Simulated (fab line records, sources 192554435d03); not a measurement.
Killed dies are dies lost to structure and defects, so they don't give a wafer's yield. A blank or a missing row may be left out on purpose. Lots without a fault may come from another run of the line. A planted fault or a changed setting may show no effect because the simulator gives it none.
fab line records | flow n5_finfet
record lots=6 wafers=18 last_day=18
route steps=1938 shown BEOL_M4@1111 BEOL_M7@1323 BEOL_M8@1336 BEOL_M15@1830 PASSIVATION@1936
lots that met no fault: from a run of the same line without faults
start_h: hours from the record's first day to the start of the lot's first wafer shown | wait_h: hours since the lot's step before | " the same as in the row above | L1.1+2: a row that stands for several wafers | - no value, or no start given | * or withheld: withheld | < > ~ a bound
route shown NAME@n: a module of which the file shows steps, and the number in the route of the first | usual: mean/standard deviation of fault-free wafers | same: alike in all rows | chamber/n: place in a boat | sites: the reading at each site | _std_site: their standard deviation | _edge_site: outer sites' mean less inner sites' | radius_mm: how far each site lies from the wafer's centre | mask NAME#n: copy n | behind: the tool/chamber that last shaped the wafer | hold: why the lot was held/for how many hours/how that ended | device: the transistor (n, p or np) that didn't switch | end of line: the same wafers' tests at the end of the route | a step without rows: its recipe alone | killed: dies lost to structure and defects at the first sort, not the wafer's yield | map: a wafer's dies, x killed, . not, _ none there
set.NAME: the setting as run; set.NAME@STEP: as run at that earlier step | model.NAME: the simulator's own value behind a step, which no gauge read
steps of the route over a sample of lots; a table a step, a row a wafer
services: from which hour (start_h, from the record's first day; less than 0 if before it) a tool's chamber was out of use, for how many hours, and why
## steps
# step N5_BEOL_M4_RC_MEAS_101
# usual DIBL_N=37.5/2.5 DIBL_P=38/3.1 IOFF_N=0.19/0.059 IOFF_P=0.24/0.061 ION_N=679/16 ION_P=465/9.8 SS_N=72.0/0.8 SS_P=73.7/0.86 VT_N=248/4.5 VT_P=-249/3.5
# columns lot.wafer tool chamber start_h wait_h DIBL_N[mV/V] DIBL_P[mV/V] IOFF_N[nA/um] IOFF_P[nA/um] ION_N[uA/um] ION_P[uA/um] SS_N[mV/dec] SS_P[mV/dec] VT_N[mV] VT_P[mV]
L552.1 prober-01 0 188.43 0.0 35.7 36 0.15 0.19 673 458 71.9 72.4 253 -250
L552.4 " 0 " " 33.3 34 0.11 0.17 651 455 70.6 71.8 255 -253
L552.5 " 0 " " 37.1 38 0.18 0.24 669 461 71.6 73.8 248 -249
L554.2 prober-02 0 191.94 0.2 31.0 28 0.08 0.12 644 452 70.6 70.8 259 -255
L554.3 " 0 " " 33.5 33 0.12 0.18 679 467 69.8 72.5 253 -251
L554.6 " 0 " " 33.7 35 0.13 0.19 672 462 70.2 73.0 250 -250
L561.1 prober-02 0 253.23 0.0 35.6 35 0.15 0.17 660 448 71.4 73.2 250 -255
L561.3 " 0 " " 34.5 34 0.14 0.17 672 453 71.0 72.5 248 -255
L561.4 " 0 " " 37.2 38 0.18 0.22 678 450 71.9 73.9 246 -250
L570.1 prober-01 0 310.43 0.0 38.6 42 0.21 0.29 685 475 72.0 74.4 247 -249
L570.4 " 0 " " 39.0 39 0.20 0.23 676 455 71.8 74.7 247 -251
L570.6 " 0 " " 39.9 41 0.23 0.26 687 466 72.2 74.6 245 -249
L569.3 prober-02 0 310.66 0.3 40.5 38 0.23 0.26 684 465 72.7 73.8 246 -249
L569.4 " 0 " " 38.6 36 0.17 0.22 662 460 73.0 73.4 250 -249
L569.5 " 0 " " 39.9 38 0.21 0.25 687 466 71.8 74.0 250 -248
L571.2 prober-02 0 312.12 0.2 37.5 39 0.18 0.22 679 466 72.5 73.7 251 -252
L571.3 " 0 " " 34.7 35 0.13 0.17 673 459 71.5 73.4 254 -252
L571.4 " 0 " " 37.5 40 0.19 0.26 677 463 72.1 74.5 248 -249
# step N5_BEOL_M7_SPUTTER_48
# recipe material=Cu target_thk_a=100 temp_c=-20 bias_v=60 power_w=26000 chamber_pressure_pa=0.13 time_s=1.667
# usual chamber_pressure_pa=0.13/0.00028 susceptor_temp_C=-20.00/0.11 throttle_valve_pct=29.9/1.1
# columns lot.wafer tool chamber start_h wait_h chamber_pressure_pa susceptor_temp_C throttle_valve_pct
L552.1 pvd_sputter-02 - 216.76 0.1 0.13027 -20.01 31.4
L552.4 " - " " 0.13026 -20.02 29.6
L552.5 " - " " 0.13007 -20.09 30.0
L554.2 pvd_sputter-01 - 237.24 0.1 0.13013 -19.84 29.8
L554.3 " - " " 0.13027 -20.04 30.1
L554.6 " - " " 0.12979 -20.11 29.6
L561.1 pvd_sputter-03 - 286.45 1.1 0.13034 -20.03 28.7
L561.3 " - " " 0.13025 -20.07 28.5
L561.4 " - " " 0.12966 -20.08 31.9
L569.3 pvd_sputter-03 - 341.40 0.2 0.13065 -19.96 31.6
L569.4 " - " " 0.12997 -20.06 29.5
L569.5 " - " " 0.13032 -20.07 31.8
L570.1 pvd_sputter-03 - 341.52 0.2 0.12987 -19.88 28.3
L570.4 " - " " 0.12952 -19.89 32.0
L570.6 " - " " 0.12967 -19.96 28.5
L571.2 pvd_sputter-01 - 346.35 0.9 0.13012 -19.75 29.8
L571.3 " - " " 0.12989 -20.06 29.4
L571.4 " - " " 0.12988 -19.99 29.8
# step N5_BEOL_M8_HM_DEP_02
# recipe material=TiN target_thk_a=200 temp_c=25 chamber_pressure_pa=0.49996
# usual chamber_pressure_pa=0.4999/0.001 susceptor_temp_C=24.98/0.094 throttle_valve_pct=29.9/0.96
# columns lot.wafer tool chamber start_h wait_h chamber_pressure_pa susceptor_temp_C throttle_valve_pct
L552.1 pvd_sputter-02 - 220.00 1.6 0.4997 24.99 28.7
L552.4 " - " " 0.5004 24.88 29.9
L552.5 " - " " 0.4996 24.97 31.6
L554.2 pvd_sputter-01 - 239.63 0.3 0.4992 25.00 29.4
L554.3 " - " " 0.4988 24.94 29.8
L554.6 " - " " 0.5002 25.02 29.2
L561.1 pvd_sputter-03 - 288.88 0.3 0.5002 25.06 32.0
L561.3 " - " " 0.4997 24.95 29.9
L561.4 " - " " 0.5017 24.94 28.6
L569.3 pvd_sputter-03 - 343.82 0.7 0.4987 24.93 28.8
L569.4 " - " " 0.5000 24.96 28.7
L569.5 " - " " 0.5007 24.99 29.6
L570.1 pvd_sputter-03 - 343.92 0.7 0.5007 25.12 28.4
L570.4 " - " " 0.5004 24.95 29.7
L570.6 " - " " 0.5008 25.05 31.7
L571.2 pvd_sputter-03 - 348.72 0.6 0.5005 25.02 28.6
L571.3 " - " " 0.5013 24.92 29.9
L571.4 " - " " 0.5008 24.91 28.6
# step N5_BEOL_M8_PEB_09
# recipe peb_temp_c=withheld peb_time_s=60 resist=CAR-ArF
# columns lot.wafer tool chamber start_h wait_h
L552.1+4+5 litho_track-05 0 220.43 0.1
L554.2+3+6 litho_track-05 0 240.07 0.0
L561.1+3+4 litho_track-05 0 289.31 0.1
L569.3+4+5 litho_track-01 0 344.25 0.0
L570.1+4+6 litho_track-01 0 344.41 0.1
L571.2+3+4 litho_track-05 0 349.15 0.0
# step N5_BEOL_M8_CD_MEAS_11
# recipe target_cd_nm=38.5 landing_energy_ev=500 detector=se_inlens polarity=opening
# usual cd_nm=38.5/0.74
# columns lot.wafer tool chamber start_h wait_h cd_nm
L552.1 cd_sem-03 0 220.49 - 37.9
L552.4 " 0 " " 37.1
L552.5 " 0 " " 37.9
L554.2 cd_sem-03 0 240.14 - 38.4
L554.3 " 0 " " 38.1
L554.6 " 0 " " 38.0
L561.1 cd_sem-02 0 289.38 - 38.0
L561.3 " 0 " " 36.9
L561.4 " 0 " " 23.1
L569.3 cd_sem-02 0 344.32 - 38.7
L569.4 " 0 " " 39.2
L569.5 " 0 " " 39.3
L570.1 cd_sem-02 0 344.48 - 38.7
L570.4 " 0 " " 38.8
L570.6 " 0 " " 39.0
L571.2 cd_sem-02 0 349.21 - 38.1
L571.3 " 0 " " 38.4
L571.4 " 0 " " 38.6
# step N5_BEOL_M8_ETCH_61
# recipe chemistry=CF4 target=SiARC target_depth_a=455 mask_material=CAR-ArF time_s=75.8 ion_energy_ev=80 pressure_mtorr=40 source_w=545 bias_w=36 Ar_flow_sccm=100 cf4_flow_sccm=100 ends=cleared
# usual cf4_flow_sccm=100.1/0.32 drypump_motor_current_A=5.5/0.39 etch_rf_on_time_s=75.8/2.8 mfc_ar_sccm=99.98/0.29 oes_product_au=0.70/0.076 rf_vpp_V=184.6/1.3 showerhead_plenum_p_Torr=2.19/0.078 throttle_valve_pct=15.61/0.23
# columns lot.wafer tool chamber start_h wait_h cf4_flow_sccm drypump_motor_current_A etch_rf_on_time_s mfc_ar_sccm oes_product_au rf_hours_counter_h rf_vpp_V showerhead_plenum_p_Torr throttle_valve_pct
L552.1 rie_diel-01 2 220.67 0.0 100.3 5.9 75.0 100.49 0.81 12 186.1 2.28 15.62
L552.4 " 3 " " 100.1 5.6 76.8 100.23 0.65 125 184.0 2.14 15.38
L552.5 " 1 " " 100.1 5.0 75.9 100.07 0.58 - 184.7 2.20 16.02
L554.2 rie_diel-01 3 240.89 0.0 100.3 5.6 76.0 99.91 0.65 129 184.3 2.14 15.41
L554.3 " 1 " " 100.1 5.0 74.8 100.37 0.58 245 184.1 2.20 16.04
L554.6 " 3 " " 100.3 5.6 76.7 99.81 0.65 - 185.8 2.14 15.40
L561.1 rie_diel-01 3 289.95 0.0 99.9 5.6 77.3 99.94 0.63 151 182.7 2.13 15.45
L561.3 " 2 " " 100.2 5.9 74.1 99.63 0.77 40 184.1 2.27 15.67
L561.4 " 0 " " 99.9 5.8 75.9 99.89 0.73 51 184.0 2.18 15.61
L569.3 rie_diel-05 0 344.44 0.0 100.2 4.7 75.1 99.94 0.69 88 183.8 2.17 15.44
L569.4 " 2 " " 100.3 5.7 70.7 100.13 0.84 10 182.4 2.08 15.43
L569.5 " 0 " " 100.1 4.7 75.0 100.21 0.69 - 184.4 2.17 15.42
L570.1 rie_diel-05 1 344.69 0.0 100.0 5.6 77.2 99.64 0.64 163 182.7 2.06 15.79
L570.4 " 3 " " 99.6 6.3 76.8 99.65 0.71 70 184.4 2.10 15.26
L570.6 " 3 " " 100.0 6.3 76.9 100.21 0.72 - 184.3 2.10 15.28
L571.2 rie_diel-01 1 349.44 0.0 100.1 5.0 71.8 100.07 0.77 28 185.7 2.19 15.58
L571.3 " 0 " " 100.4 5.8 76.9 100.49 0.70 74 185.5 2.17 15.64
L571.4 " 3 " " 100.7 5.6 78.1 100.51 0.61 174 184.2 2.13 15.48
# step N5_BEOL_M8_CD_MEAS_18
# recipe pitch_nm=80 target_cd_nm=40
# usual cd_nm=39.9/0.88
# columns lot.wafer tool chamber start_h wait_h cd_nm
L552.1 cd_sem-03 - 221.11 0.0 39.7
L552.4 " - " " 38.6
L552.5 " - " " 38.7
L554.2 cd_sem-03 - 241.32 0.1 39.7
L554.3 " - " " 39.7
L554.6 " - " " 39.4
L561.1 cd_sem-03 - 290.41 0.0 39.0
L561.3 " - " " 38.0
L561.4 " - " " 25.4
L569.3 cd_sem-02 - 344.99 0.1 40.5
L569.4 " - " " 41.1
L569.5 " - " " 40.4
L570.1 cd_sem-01 - 345.41 0.0 40.3
L570.4 " - " " 40.1
L570.6 " - " " 40.5
L571.2 cd_sem-02 - 349.95 0.1 40.6
L571.3 " - " " 41.5
L571.4 " - " " 39.9
# step N5_BEOL_M8_CD_MEAS_35
# recipe target_cd_nm=40 polarity=opening
# usual cd_nm=39.9/0.9
# columns lot.wafer tool chamber start_h wait_h cd_nm
L552.1 cd_sem-01 - 223.21 0.0 39.3
L552.4 " - " " 38.5
L552.5 " - " " 38.8
L554.2 cd_sem-03 - 242.46 0.0 39.8
L554.3 " - " " 39.7
L554.6 " - " " 39.2
L561.1 cd_sem-03 - 294.29 0.0 39.2
L561.3 " - " " 38.0
L561.4 " - " " 25.6
L569.3 cd_sem-02 - 347.58 0.0 40.3
L569.4 " - " " 41.4
L569.5 " - " " 40.6
L570.1 cd_sem-01 - 347.65 0.0 40.3
L570.4 " - " " 40.2
L570.6 " - " " 40.8
L571.2 cd_sem-01 - 351.77 0.0 40.0
L571.3 " - " " 41.0
L571.4 " - " " 39.7
# step N5_BEOL_M15_RC_MEAS_101
# usual COMB_M10=1.4e-11/3e-12 COMB_M11=1.38e-11/2.7e-12 COMB_M12=5.8e-12/1.4e-12 COMB_M13=4.4e-12/9.1e-13 COMB_M14=3.3e-12/7.6e-13 COMB_M15=2.2e-12/6.2e-13 COMB_M5=3.6e-11/7.5e-12 COMB_M6=2.5e-11/5.4e-12 COMB_M7=2.7e-11/6e-12 COMB_M9=1.46e-11/3e-12 SERP_M10=3.04/0.12 SERP_M11=3.07/0.1 SERP_M12=0.629/0.021 SERP_M13=0.312/0.0077 SERP_M14=0.161/0.0058 SERP_M14_max_site=0.163/0.0058 SERP_M5=38.4/2.2 SERP_M6=13.9/0.73 SERP_M7=14.0/0.92 SERP_M8=13.9/0.76 SERP_M8_max_site=14.5/0.83 SERP_M9=3.04/0.093
# columns lot.wafer tool chamber start_h wait_h COMB_M10[S/m] COMB_M11[S/m] COMB_M12[S/m] COMB_M13[S/m] COMB_M14[S/m] COMB_M15[S/m] COMB_M5[S/m] COMB_M6[S/m] COMB_M7[S/m] COMB_M9[S/m] SERP_M10[ohm/um] SERP_M11[ohm/um] SERP_M12[ohm/um] SERP_M13[ohm/um] SERP_M14[ohm/um] SERP_M14_max_site[ohm/um] SERP_M5[ohm/um] SERP_M6[ohm/um] SERP_M7[ohm/um] SERP_M8[ohm/um] SERP_M8_max_site[ohm/um] SERP_M9[ohm/um]
L552.1 prober-02 0 282.68 0.0 1.2e-11 1.28e-11 4.2e-12 3.3e-12 5e-12 1.2e-12 4.7e-11 1.9e-11 2.3e-11 1.91e-11 3.22 3.24 0.612 0.323 0.162 0.164 38.7 13.3 14.3 14.6 15.1 2.91
L552.4 " 0 " " 1.5e-11 1.22e-11 4.9e-12 3e-12 3.3e-12 1.8e-12 3.5e-11 2.3e-11 2.4e-11 1.86e-11 2.92 3.04 0.650 0.314 0.169 0.171 35.0 14.2 14.5 15.5 16.2 3.10
L552.5 " 0 " " 1.1e-11 1.51e-11 4.9e-12 3.2e-12 3.9e-12 1.7e-12 5e-11 2.3e-11 2.4e-11 1.53e-11 3.15 3.11 0.669 0.323 0.172 0.173 38.3 14.2 14.0 15.0 16.2 2.90
L554.2 prober-02 0 290.65 0.2 1.2e-11 1.55e-11 6.6e-12 4.9e-12 2.5e-12 2e-12 2.4e-11 2.2e-11 2.3e-11 2.14e-11 3.00 2.94 0.606 0.320 0.154 0.156 38.1 14.6 14.1 14.3 14.9 2.98
L554.3 " 0 " " 1.2e-11 1.33e-11 5.2e-12 6.2e-12 3e-12 2.6e-12 2.9e-11 2.4e-11 4e-11 2.01e-11 2.97 2.89 0.635 0.319 0.163 0.164 44.5 13.5 14.6 14.0 14.9 2.95
L554.6 " 0 " " 1.5e-11 1.61e-11 6.1e-12 5.9e-12 3e-12 1.7e-12 2.8e-11 2e-11 2.1e-11 1.54e-11 3.15 3.04 0.622 0.321 0.160 0.163 44.4 13.0 14.3 14.2 14.5 2.90
L561.1 prober-02 0 356.61 0.6 1.1e-11 1.46e-11 3.3e-12 5.3e-12 4.2e-12 2.3e-12 2.9e-11 2.5e-11 3.2e-11 9.8e-12 2.80 2.93 0.653 0.317 0.172 0.176 34.4 13.5 13.5 14.6 15.0 2.98
L561.3 " 0 " " 1.1e-11 9.2e-12 5.9e-12 2.1e-12 3.9e-12 2.2e-12 3.2e-11 2e-11 2.5e-11 1.43e-11 2.99 3.13 0.626 0.305 0.169 0.172 40.0 13.1 13.5 15.2 15.9 2.99
L561.4 " 0 " " 1.3e-11 1.27e-11 5.8e-12 3.5e-12 4e-12 2e-12 3.2e-11 1.6e-11 2.6e-11 1.6e-11 2.94 2.99 0.629 0.308 0.156 0.159 38.5 13.8 14.6 33.2 35.6 3.02
L569.3 prober-01 0 399.81 0.3 1.8e-11 1.15e-11 4.8e-12 2.8e-12 2.8e-12 2.4e-12 3.6e-11 3.8e-11 2.2e-11 1.29e-11 2.98 3.13 0.599 0.318 0.153 0.156 36.7 14.2 13.4 13.8 14.2 3.14
L569.4 " 0 " " 1.5e-11 1.17e-11 5.9e-12 3.7e-12 3.4e-12 1.5e-12 2.9e-11 3.2e-11 2e-11 1.24e-11 3.15 3.16 0.614 0.307 0.166 0.169 40.8 13.4 14.1 13.0 13.4 2.99
L569.5 " 0 " " 9e-12 1.53e-11 4.9e-12 4.7e-12 4e-12 1.4e-12 3.5e-11 2.4e-11 3.3e-11 1.21e-11 3.08 3.02 0.606 0.322 0.162 0.163 40.1 14.8 14.7 14.1 14.8 3.00
L570.1 prober-01 0 402.70 0.0 1.8e-11 1.19e-11 3.5e-12 4.1e-12 2.4e-12 1.7e-12 2.3e-11 2.5e-11 3.3e-11 1.26e-11 3.12 3.06 0.659 0.309 0.155 0.157 35.9 13.3 14.9 13.0 14.5 2.98
L570.4 " 0 " " 1e-11 1.67e-11 4.9e-12 2.9e-12 3.3e-12 1.3e-12 2.6e-11 2.1e-11 2.7e-11 1.91e-11 3.02 3.06 0.640 0.315 0.161 0.162 38.6 13.6 14.0 13.7 14.3 3.04
L570.6 " 0 " " 9e-12 1.85e-11 3e-12 2.9e-12 1.7e-12 1.2e-12 2.8e-11 2.5e-11 2.4e-11 1.34e-11 3.20 3.13 0.633 0.319 0.165 0.167 39.8 13.3 15.3 13.7 14.2 3.09
L571.2 prober-01 0 411.09 0.2 1.5e-11 1.47e-11 5.2e-12 3.6e-12 3.2e-12 1.7e-12 3e-11 2.5e-11 4.2e-11 2.19e-11 2.92 3.04 0.676 0.302 0.159 0.160 43.6 14.0 13.6 13.9 14.9 3.01
L571.3 " 0 " " 1.9e-11 1.79e-11 4.9e-12 3.3e-12 2.2e-12 2.2e-12 4e-11 2.3e-11 2.3e-11 1.35e-11 3.14 3.14 0.616 0.305 0.164 0.166 42.3 13.3 13.3 13.3 13.6 2.83
L571.4 " 0 " " 1.5e-11 1.16e-11 5.1e-12 4e-12 2.5e-12 2.3e-12 3.5e-11 1.9e-11 3.3e-11 1.15e-11 3.01 3.10 0.637 0.299 0.157 0.160 40.1 14.0 13.3 12.7 14.0 3.04
# sites SERP_M8 radius_mm=0,75,75,75,75,140,140,140,140
L552.1 15.1 14.6 14.7 14.9 14.6 13.3 13.7 14.4 13.9
L554.2 14.9 14.6 14.0 14.5 14.6 13.9 14.1 14.2 14.3
L561.1 14.2 14.8 14.2 14.6 14.6 14.6 14.5 14.3 15.0
L569.3 13.6 13.8 13.8 14.2 13.9 14.0 13.9 13.8 13.6
L570.1 12.3 12.2 12.6 12.5 13.0 13.5 14.5 13.6 13.5
L571.2 13.7 13.6 13.7 13.8 13.9 14.8 14.1 13.9 14.9
# step N5_PASSIVATION_PROBE_49
# usual defect_limited_yield=91.0/1.4 killed_at_M0_to_M3=35/10 killed_at_M4_up=14/5.5 killed_at_contacts=13/5.6 killed_at_front_end=41/11 killed_at_other=4/3.4 killed_dies=106/16 killed_on_rim=13/4 killed_open=68/12 killed_short=35/7.3 sort_bin_5_function=5.3/0.89 sort_bin_6_memory=3.4/0.67 sort_bin_8_speed=0.01/0.11 sort_n_pass=1070/28
# same gross_dies=1180 killed_at_back_side=0 sort_bin_4_leakage[%]=0
# columns lot.wafer tool chamber start_h wait_h defect_limited_yield[%] killed_at_M0_to_M3 killed_at_M4_up killed_at_contacts killed_at_front_end killed_at_other killed_dies killed_on_rim killed_open killed_short sort_bin_5_function[%] sort_bin_6_memory[%] sort_bin_8_speed[%] sort_n_pass
L552.1 prober-01 - 301.42 0.0 90.1 53 15 3 41 5 117 17 73 39 6.1 3.5 0 1063
L552.4 prober-01 - 301.57 0.2 89.5 38 9 11 64 2 124 12 81 41 6.3 3.8 0 1056
L552.5 prober-01 - 301.62 0.2 91.5 44 6 16 34 0 100 12 70 25 5.4 2.6 0 1080
L554.2 prober-02 - 307.37 0.1 89.9 17 21 11 66 4 119 14 66 45 5.9 3.1 0 1061
L554.3 prober-02 - 307.42 0.1 92.1 16 12 9 55 1 93 11 68 22 5.0 2.8 0 1087
L554.6 prober-02 - 307.57 0.3 89.3 26 13 17 63 7 126 24 66 48 5.3 4.4 0 1054
L561.1 prober-02 - 376.48 0.0 90.9 43 8 8 47 1 107 18 77 27 5.0 3.9 0 1073
L561.3 prober-02 - 376.58 0.1 93.9 20 8 19 22 3 72 7 56 14 3.6 2.3 0 1108
L561.4 prober-02 - 376.63 0.2 64.0 32 342 11 40 0 425 61 62 29 4.6 3.0 28.31 755
L569.3 prober-02 - 411.54 0.1 90.4 27 7 14 63 2 113 16 63 40 5.3 3.3 0 1067
L569.4 prober-02 - 411.59 0.2 91.4 35 13 21 32 1 102 8 61 40 4.7 3.5 0 1078
L569.5 prober-02 - 411.64 0.2 89.4 38 20 22 39 6 125 18 80 43 6.0 4.0 0 1055
L570.1 prober-01 - 415.46 0.0 90.8 30 18 15 36 10 109 11 71 33 5.3 3.7 0 1071
L570.4 prober-01 - 415.61 0.2 89.4 35 23 18 48 1 125 18 82 40 6.4 3.5 0 1055
L570.6 prober-01 - 415.71 0.3 90.5 23 11 16 46 16 112 12 67 40 6.0 3.1 0 1068
L571.2 prober-01 - 424.46 0.1 92.7 26 7 12 40 1 86 15 54 30 4.4 2.6 0 1094
L571.3 prober-01 - 424.51 0.1 92.9 32 15 7 30 0 84 15 49 29 4.3 2.2 0 1096
L571.4 prober-01 - 424.56 0.2 92.5 30 14 7 33 4 88 8 57 31 3.7 3.5 0 1092
# killed by level:class
L552.1 STI_FIN_REVEAL:geometric_particle:open=13 BEOL_M0_SAQP:geometric_particle:open=11 BEOL_M1:geometric_particle:open=11 DUMMY_GATE:geometric_particle:short=8 BEOL_M0_SAQP:geometric_particle:short=8 BEOL_M1:geometric_particle:short=6 BEOL_M4:geometric_particle:open=5 DUMMY_GATE:geometric_particle:open=5
L552.4 DUMMY_GATE:geometric_particle:open=15 STI_FIN_REVEAL:geometric_particle:open=13 MOL_CONTACT_COAG:geometric_particle:open=9 BEOL_M0_SAQP:geometric_particle:short=9 BEOL_M0_SAQP:geometric_particle:open=8 BEOL_M2:geometric_particle:open=7 FIN_SAQP:geometric_particle:short=6 GATE_CUT:geometric_particle:open=5
L552.5 MOL_CONTACT_COAG:geometric_particle:open=12 BEOL_M1:geometric_particle:open=10 BEOL_M0_SAQP:geometric_particle:open=10 BEOL_M3:geometric_particle:open=8 STI_FIN_REVEAL:geometric_particle:open=7 FIN_SAQP:geometric_particle:short=6 BEOL_M0_SAQP:geometric_particle:short=6 BEOL_M2:geometric_particle:open=5
L554.2 FIN_SAQP:geometric_particle:short=23 FIN_SAQP:geometric_particle:open=16 BEOL_M4:geometric_particle:open=13 MOL_CONTACT_COAG:geometric_particle:open=8 GATE_CUT:geometric_particle:open=6 HKMG_FIN:area_etch=6 STI_FIN_REVEAL:geometric_particle:open=5 BEOL_M2:geometric_particle:open=5
L554.3 FIN_SAQP:geometric_particle:open=24 FIN_SAQP:geometric_particle:short=10 MOL_CONTACT_COAG:geometric_particle:open=8 BEOL_M0_SAQP:geometric_particle:open=5 STARTING-WAFER:geometric_particle:open=5 DUMMY_GATE:geometric_particle:open=4 BEOL_M2:geometric_particle:open=4 STI_FIN_REVEAL:geometric_particle:open=3
L554.6 FIN_SAQP:geometric_particle:short=12 MOL_CONTACT_COAG:geometric_particle:open=12 FIN_SAQP:geometric_particle:open=8 BEOL_M2:geometric_particle:open=8 HKMG_FIN:area_etch=7 STI_FIN_REVEAL:geometric_particle:open=5 GATE_CUT:geometric_particle:short=5 MOL_CONTACT_COAG:geometric_particle:short=5
L561.1 STI_FIN_REVEAL:geometric_particle:open=19 BEOL_M3:geometric_particle:open=12 BEOL_M2:geometric_particle:open=11 BEOL_M1:geometric_particle:open=8 MOL_CONTACT_COAG:geometric_particle:open=5 STI_FIN_REVEAL:geometric_particle:short=4 GATE_CUT:geometric_particle:short=4 FIN_SAQP:geometric_particle:short=3
L561.3 MOL_CONTACT_COAG:geometric_particle:open=16 STI_FIN_REVEAL:geometric_particle:open=7 BEOL_M1:geometric_particle:open=5 BEOL_M0_SAQP:geometric_particle:open=4 BEOL_M0:geometric_particle:open=4 BEOL_M3:geometric_particle:open=4 FIN_SAQP:geometric_particle:open=3 BEOL_M0_SAQP:geometric_particle:short=3
L561.4 BEOL_M8:area_ecd=334 BEOL_M1:geometric_particle:open=15 FIN_SAQP:geometric_particle:open=14 FIN_SAQP:geometric_particle:short=10 MOL_CONTACT_COAG:geometric_particle:open=7 BEOL_M0_SAQP:geometric_particle:short=7 STI_FIN_REVEAL:geometric_particle:open=5 MOL_CONTACT_COAG:geometric_particle:short=4
L569.3 FIN_SAQP:geometric_particle:short=18 MOL_CONTACT_COAG:geometric_particle:open=12 BEOL_M3:geometric_particle:open=8 FIN_SAQP:geometric_particle:open=7 STI_FIN_REVEAL:geometric_particle:open=7 HKMG_FIN:area_etch=7 DUMMY_GATE:geometric_particle:open=6 BEOL_M0_SAQP:geometric_particle:open=6
L569.4 MOL_CONTACT_COAG:geometric_particle:open=17 FIN_SAQP:geometric_particle:short=14 BEOL_M1:geometric_particle:open=9 BEOL_M3:geometric_particle:open=9 FIN_SAQP:geometric_particle:open=7 BEOL_M0_SAQP:geometric_particle:short=6 BEOL_M4:geometric_particle:short=5 BEOL_M4:geometric_particle:open=5
L569.5 MOL_CONTACT_COAG:geometric_particle:open=15 BEOL_M4:geometric_particle:open=14 FIN_SAQP:geometric_particle:short=12 BEOL_M1:geometric_particle:open=10 BEOL_M3:geometric_particle:open=8 STI_FIN_REVEAL:geometric_particle:open=7 MOL_CONTACT_COAG:geometric_particle:short=7 BEOL_M2:geometric_particle:open=5
L570.1 STI_FIN_REVEAL:geometric_particle:open=12 MOL_CONTACT_COAG:geometric_particle:open=12 BEOL_M0_SAQP:geometric_particle:short=8 FIN_SAQP:geometric_particle:open=7 PAD_METAL:geometric_particle:open=6 BEOL_M0_SAQP:geometric_particle:open=6 GATE_CUT:geometric_particle:open=5 BEOL_M4:geometric_particle:open=5
L570.4 BEOL_M4:geometric_particle:open=15 FIN_SAQP:geometric_particle:open=14 MOL_CONTACT_COAG:geometric_particle:open=14 FIN_SAQP:geometric_particle:short=10 BEOL_M0_SAQP:geometric_particle:open=7 BEOL_M0_SAQP:geometric_particle:short=6 BEOL_M1:geometric_particle:open=6 BEOL_M1:geometric_particle:short=5
L570.6 MOL_CONTACT_COAG:geometric_particle:open=14 GATE_CUT:geometric_particle:short=11 FIN_SAQP:geometric_particle:open=7 FIN_SAQP:geometric_particle:short=7 GATE_CUT:geometric_particle:open=7 PAD_METAL:geometric_particle:open=6 BEOL_M0_SAQP:geometric_particle:open=5 BEOL_M0_SAQP:geometric_particle:short=5
L571.2 MOL_CONTACT_COAG:geometric_particle:open=8 BEOL_M3:geometric_particle:open=8 FIN_SAQP:geometric_particle:open=6 FIN_SAQP:geometric_particle:short=6 STI_FIN_REVEAL:geometric_particle:open=6 BEOL_M0_SAQP:geometric_particle:open=6 BEOL_M0_SAQP:geometric_particle:short=6 GATE_CUT:geometric_particle:open=5
L571.3 BEOL_M0_SAQP:geometric_particle:short=10 ILD0:geometric_particle:open=6 MOL_CONTACT_COAG:geometric_particle:open=6 BEOL_M0_SAQP:geometric_particle:open=5 FIN_SAQP:geometric_particle:short=4 BEOL_M1:geometric_particle:open=4 BEOL_M3:geometric_particle:open=4 STI_FIN_REVEAL:geometric_particle:open=3
L571.4 BEOL_M3:geometric_particle:open=7 STI_FIN_REVEAL:geometric_particle:open=6 BEOL_M4:geometric_particle:open=6 BEOL_M0_SAQP:geometric_particle:short=5 BEOL_M5:geometric_particle:open=5 FIN_SAQP:geometric_particle:open=4 GATE_CUT:geometric_particle:short=4 MOL_CONTACT_COAG:geometric_particle:open=4
## services
# columns tool chamber start_h hours kind
rie_diel-01 3 233.35 4.4 repair
rie_diel-05 2 248.24 5.7 repair
rie_diel-01 1 255.78 - clean
rie_diel-01 1 255.78 - consumable_replace:focus_ring
rie_diel-01 1 255.78 26.3 scheduled_down
rie_diel-01 1 255.78 26.3 vent_cycle
rie_diel-05 - 280.28 28.1 pm
litho_track-05 - 307.00 - consumable_replace:filter
pvd_sputter-03 - 316.53 4.6 repair
litho_track-05 - 324.28 - consumable_replace:filter
## key
first_sign step=N5_BEOL_M8_CD_MEAS_11 reading=cd_nm direction=down sigmas=21 usual=38.5 struck=23.1
effect step=N5_BEOL_M8_CD_MEAS_18 reading=cd_nm direction=down sigmas=16 usual=39.9 struck=25.4
effect step=N5_BEOL_M8_CD_MEAS_35 reading=cd_nm direction=down sigmas=16 usual=39.9 struck=25.6
effect step=N5_BEOL_M15_RC_MEAS_101 reading=SERP_M8 direction=up sigmas=25 usual=13.9 struck=33.2
effect step=N5_PASSIVATION_PROBE_49 reading=sort_bin_8_speed direction=up sigmas=99+ usual=0.01 struck=28.31
more_kills_born_at N5_BEOL_M8_ECD_50@ecd_cu-01=334
met_at N5_BEOL_M8_PEB_09
struck_lots L561
struck_wafers L561.4
not_acting_at N5_BEOL_M7_SPUTTER_48,N5_BEOL_M8_HM_DEP_02,N5_BEOL_M8_ETCH_61
onset_between 240.07 289.31
fault kind=process_parameter_drift tool=litho_track-05 chamber=- onset_h=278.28 steps=N5_BEOL_M8_PEB_09 channel=peb_time_s offset=* shape=step end_h=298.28 scope=struck_wafers_only acts_in=* stated=*
